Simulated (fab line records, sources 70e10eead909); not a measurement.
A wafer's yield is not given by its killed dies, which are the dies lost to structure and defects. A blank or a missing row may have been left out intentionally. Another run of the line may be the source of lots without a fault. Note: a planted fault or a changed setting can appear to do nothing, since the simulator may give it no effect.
fab line records	flow nand-harc
[record] lots = 7	wafers = 19	last-day = 24
route steps=1159 shown P_STI@78 END@1159
lots untouched by any fault: they come from a run of this same line in which no faults occurred
start-h: start of the lot's first displayed wafer, in hours after the record's first day	wait-h: hours from the lot's prior step to this one	" unchanged from the row above	L1.1+2: one row covering several wafers at once	- value missing, or start not given	* or withheld: withheld	< > ~ a bound
route shown NAME@n: NAME is a module with steps in the file, n the number in the route of the first one	usual: mean and standard deviation over wafers with no fault	same: alike in all rows	chamber/n: place in a boat	sites: readings site by site	_std_site: standard deviation of those values	_edge_site: mean of outer sites minus mean of inner sites	radius-mm: for every site, how far away it sits from the centre of the wafer	mask NAME#n: copy n	behind: the most recent tool/chamber to have shaped the wafer	hold: why the lot was held/for how many hours/how that ended	device: which transistor (n, p or np) failed to switch	end of line: the same wafers' tests at the end of the route	for a step that has no rows: nothing shown but its recipe	killed: the dies lost at the first sort to structure and to defects; this is not the yield of the wafer	map: shows each die of a wafer: x if killed, . if not, _ if none is there
set.NAME: the run value of the setting; set.NAME@STEP: its run value at that earlier step	model.NAME: the simulator's own value behind a step, which no gauge read
a table for each step, a row for each wafer; lots at some steps of the route
services: when a tool's chamber went out of use (start-h, in hours from the record's first day, below 0 if earlier), for how many hours, and the reason
[[steps]]
[step NHARC_P_STI_SOFTBAKE_04]
[recipe] temp-c = 125	time-s = 70
[step NHARC_P_STI_EBR_05]
[step NHARC_P_STI_EXPOSE_06]
[recipe] na = 0.55	target-cd-nm = 200	dose-mj = 37.69	mask-id = P_STI
[step NHARC_P_STI_PEB_07]
[recipe] peb-temp-c = 128	peb-time-s = 80
[step NHARC_P_STI_DEVELOP_08]
[recipe] time-s = 50	dev-temp-c = 22
[step NHARC_P_STI_CD_MEAS_09]
[recipe] target-cd-nm = 200	landing-energy-ev = 500
[usual] cd-nm = 199/3.4
lot.wafer	tool	chamber	start-h	wait-h	cd-nm
L435.1	cd-sem-01	0	96.41	-	202
L435.2	"	0	"	"	197
L435.3	"	0	"	"	198
L437.3	cd-sem-02	0	108.33	-	198
L437.4	"	0	"	"	201
L437.5	"	0	"	"	200
L438.2	cd-sem-02	0	113.42	-	195
L438.4	"	0	"	"	195
L438.6	"	0	"	"	200
L439.2	cd-sem-01	0	120.26	-	197
L439.6	"	0	"	"	198
L441.2	cd-sem-01	0	129.89	-	193
L441.5	"	0	"	"	199
L446.1	cd-sem-03	0	157.73	-	202
L446.2	"	0	"	"	203
L446.6	"	0	"	"	200
L447.3	cd-sem-02	0	167.89	-	206
L447.4	"	0	"	"	202
L447.5	"	0	"	"	206
[step NHARC_P_STI_OVL_MEAS_10]
[usual] overlay-x-nm = 1/6.2	overlay-y-nm = -1/5.7
lot.wafer	tool	chamber	start-h	wait-h	overlay-x-nm	overlay-y-nm
L435.1	overlay-01	-	96.50	-	-2	-1
L435.2	"	-	"	"	-1	-1
L435.3	"	-	"	"	-2	-1
L437.3	overlay-01	-	108.42	-	-2	5
L437.4	"	-	"	"	-1	5
L437.5	"	-	"	"	-1	5
L438.2	overlay-02	-	113.50	-	3	4
L438.4	"	-	"	"	3	5
L438.6	"	-	"	"	3	5
L439.2	overlay-02	-	120.34	-	-2	-4
L439.6	"	-	"	"	-2	-3
L441.2	overlay-02	-	129.97	-	-3	-14
L441.5	"	-	"	"	-3	-14
L446.1	overlay-01	-	157.82	-	-7	10
L446.2	"	-	"	"	-7	10
L446.6	"	-	"	"	-8	10
L447.3	overlay-01	-	167.97	-	-4	-5
L447.4	"	-	"	"	-4	-5
L447.5	"	-	"	"	-4	-5
[step NHARC_P_STI_INSPECT_11]
[usual] raw-defect-count = 5/3
lot.wafer	tool	chamber	start-h	wait-h	raw-defect-count
L435.1	defect-inspect-01	-	96.54	0.0	3
L435.2	"	-	"	"	5
L435.3	"	-	"	"	2
L437.3	defect-inspect-02	-	108.45	0.0	6
L437.4	"	-	"	"	1
L437.5	"	-	"	"	0
L438.2	defect-inspect-02	-	113.54	0.0	7
L438.4	"	-	"	"	2
L438.6	"	-	"	"	7
L439.2	defect-inspect-02	-	120.38	0.0	7
L439.6	"	-	"	"	4
L441.2	defect-inspect-01	-	130.01	0.0	9
L441.5	"	-	"	"	8
L446.1	defect-inspect-02	-	157.85	0.0	2
L446.2	"	-	"	"	3
L446.6	"	-	"	"	10
L447.3	defect-inspect-01	-	168.01	0.0	8
L447.4	"	-	"	"	10
L447.5	"	-	"	"	6
[step NHARC_P_STI_HARDBAKE_13]
[recipe] temp-c = 118	time-s = 65
[step NHARC_P_STI_DESCUM_14]
[recipe] time-s = 3	o2-flow-sccm = 200	ar-flow-sccm = 0	bias-power-w = 0	chemistry = O2
[usual] drypump-motor-current-A = 5.9/0.56	oes-product-au = 0.997/0.011	rf-vpp-V = 57.9/0.98	showerhead-plenum-p-Torr = 1.94/0.089	throttle-valve-pct = 11.310/0.0099
lot.wafer	tool	chamber	start-h	wait-h	drypump-motor-current-A	oes-product-au	rf-hours-counter-h	rf-vpp-V	showerhead-plenum-p-Torr	throttle-valve-pct
L435.2	rie-diel-06	3	96.68	-	5.4	0.987	0.8	59.2	2.03	11.299
L435.1	"	0	"	"	6.7	0.989	0.8	60.2	1.89	11.303
L435.3	"	1	"	"	5.4	1.002	1.1	58.5	1.80	11.307
L437.4	rie-diel-10	0	108.60	-	6.1	1.005	2.5	58.2	2.04	11.311
L437.3	"	1	"	"	5.0	0.985	2.6	58.0	1.83	11.314
L437.5	"	3	"	"	5.7	1.012	-	59.5	1.99	11.322
L438.2	rie-diel-06	0	113.67	-	6.7	0.993	1.6	56.8	1.89	11.300
L438.4	"	3	"	"	5.4	0.995	1.4	59.2	2.03	11.308
L438.6	"	1	"	"	5.5	1.010	-	57.8	1.80	11.319
L439.2	rie-diel-06	1	120.53	-	5.4	0.996	1.9	58.1	1.80	11.296
L439.6	"	3	"	"	5.4	1.003	-	58.3	2.03	11.315
L441.2	rie-diel-06	0	130.14	-	6.7	0.988	1.9	56.9	1.89	11.283
L441.5	"	1	"	"	5.5	0.991	-	58.2	1.80	11.302
L446.1	rie-diel-06	0	157.99	-	6.7	0.994	2.9	57.0	1.89	11.312
L446.2	"	1	"	"	5.5	0.996	3.2	56.7	1.80	11.316
L446.6	"	1	"	"	5.4	0.996	-	57.1	1.80	11.317
L447.3	rie-diel-06	0	168.14	-	6.7	0.999	3.2	55.7	1.89	11.297
L447.4	"	2	"	"	6.6	1.009	3.2	56.9	2.06	11.308
L447.5	"	0	"	"	6.7	1.002	-	57.7	1.89	11.318
[step NHARC_P_STI_ETCH_42]
[recipe] target-depth-a = 800	overetch-a = 240	time-s = 61	ion-energy-ev = 200	n2-flow-sccm = 150	h2-flow-sccm = 150	ar-flow-sccm = 0	rf-w = 400	bias-w = 150	chemistry = N2/H2
[usual] drypump-motor-current-A = 5.9/0.56	n2-flow-sccm = 150.0/0.44	oes-product-au = 0.997/0.011	rf-vpp-V = 431.4/2.9	showerhead-plenum-p-Torr = 2.07/0.097	throttle-valve-pct = 14.171/0.0087
lot.wafer	tool	chamber	start-h	wait-h	drypump-motor-current-A	n2-flow-sccm	oes-product-au	rf-hours-counter-h	rf-vpp-V	showerhead-plenum-p-Torr	throttle-valve-pct
L435.1	rie-diel-06	3	96.76	0.1	5.4	150.7	0.994	0.8	434.3	2.16	14.168
L435.3	"	0	"	"	6.7	150.3	0.990	0.9	429.1	2.02	14.166
L435.2	"	1	"	"	5.4	150.5	1.003	1.1	426.1	1.92	14.176
L437.3	rie-diel-10	3	108.67	0.1	5.7	150.3	1.003	2.4	433.4	2.13	14.168
L437.4	"	2	"	"	6.5	150.4	0.998	2.5	430.1	2.05	14.158
L437.5	"	0	"	"	6.1	149.7	1.019	-	434.8	2.18	14.179
L438.4	rie-diel-06	1	113.77	0.1	5.4	150.6	0.999	1.8	427.8	1.92	14.169
L438.2	"	2	"	"	6.6	151.1	1.016	1.7	434.8	2.20	14.171
L438.6	"	3	"	"	5.4	149.6	1.000	-	433.4	2.16	14.186
L439.2	rie-diel-06	2	120.62	0.1	6.6	150.0	1.011	1.8	435.0	2.20	14.180
L439.6	"	3	"	"	5.4	149.8	1.003	-	434.2	2.16	14.169
L441.2	rie-diel-06	1	130.23	0.1	5.4	150.3	0.983	2.1	427.7	1.92	14.187
L441.5	"	1	"	"	5.5	149.7	0.992	-	426.9	1.92	14.184
L446.2	rie-diel-06	3	158.20	0.2	5.4	149.5	0.999	2.7	434.6	2.16	14.167
L446.1	"	0	"	"	6.7	150.4	0.994	3.0	430.1	2.02	14.175
L446.6	"	3	"	"	5.4	150.4	1.002	-	434.2	2.16	14.168
L447.3	rie-diel-06	2	168.23	0.1	6.7	149.1	0.994	3.2	435.3	2.20	14.163
L447.4	"	3	"	"	5.4	150.8	0.989	2.9	433.7	2.16	14.167
L447.5	"	2	"	"	6.6	149.2	1.000	-	434.9	2.20	14.187
[step NHARC_P_STI_ETCH_31]
[recipe] target-depth-a = 1089	time-s = 54.5	cf4-flow-sccm = 100	chf3-flow-sccm = 30	ar-flow-sccm = 0	rf-w = 500	bias-w = 200	chemistry = CF4/CHF3
[usual] chf3-flow-sccm = 29.99/0.088	drypump-motor-current-A = 5.9/0.56	oes-product-au = 0.955/0.021	rf-vpp-V = 371.5/2.5	showerhead-plenum-p-Torr = 1.60/0.071	throttle-valve-pct = 16.803/0.0087
lot.wafer	tool	chamber	start-h	wait-h	chf3-flow-sccm	drypump-motor-current-A	oes-product-au	rf-hours-counter-h	rf-vpp-V	showerhead-plenum-p-Torr	throttle-valve-pct
L435.2	rie-diel-06	2	-	-	30.15	6.6	0.957	1.0	374.1	1.69	16.805
L435.1	"	3	"	"	29.84	5.4	0.937	0.8	373.2	1.66	16.806
L435.3	"	1	"	"	30.06	5.5	0.968	1.1	367.5	1.49	16.799
L437.3	rie-diel-10	3	-	-	30.04	5.7	0.966	2.5	373.9	1.64	16.810
L437.4	"	1	"	"	30.01	5.0	0.949	2.6	368.0	1.51	16.802
L437.5	"	3	"	"	30.06	5.7	0.963	-	372.2	1.64	16.787
L438.4	rie-diel-06	1	-	-	30.19	5.4	0.957	1.8	366.1	1.49	16.796
L438.2	"	2	"	"	29.92	6.6	0.985	1.7	373.7	1.69	16.805
L438.6	"	1	"	"	30.24	5.4	0.960	-	368.7	1.49	16.792
L439.2	rie-diel-06	1	-	-	29.91	5.4	0.974	2.0	366.5	1.49	16.803
L439.6	"	3	"	"	29.85	5.4	0.962	-	373.4	1.66	16.802
L441.2	rie-diel-06	3	-	-	29.99	5.4	0.978	1.7	374.9	1.66	16.805
L441.5	"	1	"	"	30.01	5.4	0.938	-	367.0	1.49	16.809
L446.1	rie-diel-06	2	-	-	29.97	6.6	0.955	3.1	373.9	1.69	16.814
L446.2	"	3	"	"	30.19	5.4	0.968	2.8	374.0	1.66	16.798
L446.6	"	0	"	"	30.02	6.7	0.940	-	370.6	1.56	16.803
L447.3	rie-diel-06	3	-	-	30.00	5.4	0.974	2.9	372.4	1.66	16.787
L447.4	"	1	"	"	29.85	5.4	0.942	3.5	367.5	1.49	16.805
L447.5	"	2	"	"	29.81	6.6	0.975	-	374.5	1.69	16.791
[step NHARC_P_STI_ETCH_15]
[recipe] target-depth-a = 3000	taper-deg = 4	time-s = 100.1	hbr-flow-sccm = 150	cl2-flow-sccm = 50	rf-w = 400	icp-w = 400	bias-w = 100	chemistry = HBr/Cl2
[usual] drypump-motor-current-A = 5.9/0.42	he-backside-leak-sccm = 2.61/0.18	oes-product-au = 0.994/0.013	throttle-valve-pct = 26.405/0.0085
lot.wafer	tool	chamber	start-h	wait-h	drypump-motor-current-A	he-backside-leak-sccm	oes-product-au	rf-hours-counter-h	throttle-valve-pct	model.P_STI.feature-depth-nm
L435.3	rie-si-02	2	96.96	-	6.4	2.61	0.989	0.4	26.408	295.8
L435.2	"	0	"	"	5.2	2.57	0.997	0.3	26.394	302
L435.1	"	1	"	"	6.0	2.79	1.010	0.4	26.412	306.8
L437.3	rie-si-03	2	108.89	-	5.8	3.13	0.988	1.0	26.395	298.8
L437.4	"	0	"	"	4.9	2.40	1.008	0.8	26.397	301.5
L437.5	"	2	"	"	5.8	2.63	0.992	-	26.405	299.6
L438.2	rie-si-03	1	113.96	-	6.2	2.63	1.418	1.0	26.405	504.1
L438.4	"	3	"	"	6.0	2.69	0.998	0.9	26.407	297
L438.6	"	1	"	"	6.2	2.64	1.418	-	26.394	503.3
L439.2	rie-si-03	1	120.79	-	6.2	2.50	1.413	1.1	26.380	499.3
L439.6	"	1	"	"	6.2	2.55	1.428	-	26.394	499.3
L441.2	rie-si-03	1	130.43	-	6.2	2.58	1.407	1.2	26.410	496.9
L441.5	"	1	"	"	6.2	2.57	0.988	-	26.404	293.9
L446.1	rie-si-02	1	158.41	-	6.0	2.95	1.009	0.8	26.411	304
L446.2	"	2	"	"	6.5	2.53	0.997	0.7	26.397	301.5
L446.6	"	0	"	"	5.2	2.58	1.005	-	26.401	302.1
L447.4	rie-si-05	0	168.42	-	5.9	2.37	1.000	0.7	26.412	302.1
L447.3	"	3	"	"	6.4	2.79	0.965	0.8	26.405	284
L447.5	"	1	"	"	6.1	2.41	0.989	-	26.404	295.4
[step NHARC_P_STI_CD_MEAS_16]
[usual] cd-nm = 199/3.8
lot.wafer	tool	chamber	start-h	wait-h	cd-nm
L435.1	cd-sem-01	-	97.12	-	201
L435.2	"	-	"	"	196
L435.3	"	-	"	"	199
L437.3	cd-sem-01	-	109.04	-	197
L437.4	"	-	"	"	200
L437.5	"	-	"	"	200
L438.2	cd-sem-03	-	114.12	-	194
L438.4	"	-	"	"	193
L438.6	"	-	"	"	199
L439.2	cd-sem-02	-	120.95	-	196
L439.6	"	-	"	"	198
L441.2	cd-sem-02	-	130.58	-	192
L441.5	"	-	"	"	199
L446.1	cd-sem-03	-	158.54	-	202
L446.2	"	-	"	"	202
L446.6	"	-	"	"	200
L447.3	cd-sem-03	-	168.59	-	204
L447.4	"	-	"	"	202
L447.5	"	-	"	"	205
[step NHARC_P_STI_OCD_MEAS_17]
[usual] trench-depth-nm = 298/6	trench-foot-cd-nm = 158/3.3
lot.wafer	tool	chamber	start-h	wait-h	trench-depth-nm	trench-foot-cd-nm
L435.1	ocd-02	-	97.21	0.1	307	159
L435.2	"	-	"	"	302	154
L435.3	"	-	"	"	296	157
L437.3	ocd-01	-	109.12	0.1	299	156
L437.4	"	-	"	"	301	159
L437.5	"	-	"	"	300	158
L438.2	ocd-01	-	114.20	0.1	504	125
L438.4	"	-	"	"	297	154
L438.6	"	-	"	"	503	129
L439.2	ocd-02	-	121.04	0.1	499	127
L439.6	"	-	"	"	499	128
L441.2	ocd-01	-	130.67	0.1	497	124
L441.5	"	-	"	"	294	158
L446.1	ocd-01	-	158.63	0.1	305	159
L446.2	"	-	"	"	302	160
L446.6	"	-	"	"	302	158
L447.3	ocd-02	-	168.67	0.1	284	166
L447.4	"	-	"	"	303	160
L447.5	"	-	"	"	296	164
[step NHARC_P_STI_STRIP_19]
[recipe] time-s = 900	temp-c = 130	chemistry = SPM
[step NHARC_END_SORT_01]
[recipe] temp-c = 25
[usual] killed-at-array = 26/9.1	killed-at-other = 0.7/0.9	killed-at-periphery = 3.6/2.8	killed-dies = 30/9.2	killed-open = 3.0/1.9	killed-short = 2.0/1.4
[same] gross-dies = 677
lot.wafer	tool	chamber	start-h	wait-h	killed-at-array	killed-at-other	killed-at-periphery	killed-dies	killed-open	killed-short
L439.2	prober-01	0	513.17	2.8	32	2	3	37	2	1
L439.6	prober-01	0	516.36	4.0	43	2	3	48	3	5
L438.2	prober-02	0	513.20	2.8	33	0	2	35	4	2
L438.4	prober-02	0	514.85	3.5	28	0	2	30	2	1
L438.6	prober-02	0	516.49	4.1	29	0	3	32	1	0
// killed by level:class
L439.2 A_SLIT:chamber-film-flake=14 A_CHANNEL_HOLE_D1:chamber-film-flake=9 A_CONTACT:chamber-film-flake=4 A_STAIRCASE:chamber-film-flake=3 THIN_TSV:chamber-film-flake=2 P_GATE:geometric-particle:open=1 P_M0:geometric-particle:short=1 A_M0:geometric-particle:open=1
L438.2 A_CHANNEL_HOLE_D1:chamber-film-flake=20 A_CONTACT:chamber-film-flake=5 A_STAIRCASE:chamber-film-flake=2 P_STI:geometric-particle:open=1 P_M2:geometric-particle:open=1 A_SOURCE_PLATE:geometric-particle:open=1 A_SOURCE_PLATE:geometric-particle:short=1 A_CHANNEL_FILL_D1:geometric-particle:short=1
L438.4 A_CHANNEL_HOLE_D1:chamber-film-flake=12 A_CONTACT:chamber-film-flake=9 A_STAIRCASE:chamber-film-flake=3 P_GATE:geometric-particle:open=1 A_SOURCE_PLATE:geometric-particle:open=1 A_CONTACT:geometric-particle:short=1 P_GATE:chamber-film-flake=1 A_WL_FILL:chamber-film-flake=1
L439.6 A_SLIT:chamber-film-flake=16 A_CHANNEL_HOLE_D1:chamber-film-flake=8 A_STAIRCASE:chamber-film-flake=6 A_CONTACT:chamber-film-flake=3 A_CHANNEL_FILL_D1:geometric-particle:short=2 A_CONTACT:geometric-particle:short=2 A_WL_FILL:chamber-film-flake=2 P_M0:geometric-particle:open=1
L438.6 A_CHANNEL_HOLE_D1:chamber-film-flake=16 A_CONTACT:chamber-film-flake=8 A_STAIRCASE:chamber-film-flake=4 P_GATE:chamber-film-flake=2 A_WL_FILL:geometric-particle:open=1 P_ZERO_WELL:chamber-film-flake=1
[[services]]
tool	chamber	start-h	hours	kind
rie-diel-06	0	73.20	-	clean
rie-diel-06	1	73.20	-	clean
rie-diel-06	2	73.20	-	clean
rie-diel-06	3	73.20	-	clean
rie-diel-06	0	97.70	-	clean
rie-diel-06	1	97.70	-	clean
rie-diel-06	2	97.70	-	clean
rie-diel-06	3	97.70	-	clean
rie-diel-10	3	117.74	11.5	repair
rie-diel-06	0	122.20	-	clean
rie-diel-06	1	122.20	-	clean
rie-diel-06	2	122.20	-	clean
rie-diel-06	3	122.20	-	clean
rie-diel-10	1	129.85	4.0	repair
rie-diel-06	2	137.59	1.5	repair
rie-diel-10	0	138.91	2.2	repair
rie-diel-06	0	146.70	-	clean
rie-diel-06	1	146.70	-	clean
rie-diel-06	2	146.70	-	clean
rie-diel-06	3	146.70	-	clean
rie-si-03	-	155.00	9.0	pm
rie-si-03	0	155.00	9.0	vent-cycle
rie-si-03	1	155.00	9.0	vent-cycle
rie-si-03	2	155.00	9.0	vent-cycle
[[key]]
[first-sign] step = NHARC_P_STI_ETCH_15	reading = oes-product-au	direction = up	sigmas = 34	usual = 0.994	struck = 1.417
[effect] step = NHARC_P_STI_OCD_MEAS_17	reading = trench-depth-nm	direction = up	sigmas = 34	usual = 298	struck = 500
[model-effect] step = NHARC_P_STI_ETCH_15	value = P_STI.feature-depth-nm	without = 294.8	struck = 500.6
met-at NHARC_P_STI_ETCH_15
struck-wafers L438.2,L438.6,L439.2,L439.6,L441.2
tester-left-out L438,L439,L441
onset-between 108.89 113.96
[fault] kind = process-parameter-drift	tool = rie-si-03	chamber = -	onset-h = 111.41	steps = NHARC_P_STI_ETCH_15	channel = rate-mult	offset = 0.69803	shape = step	end-h = 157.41	scope = struck-wafers-only
// tester-left-out: of these lots the tester's yield and bins aren't shown, on N5 and GAA mostly nor the transistor test; their killed dies are dies lost to structure and defects alone, not to doping, threshold or leakage, so they don't give the yield
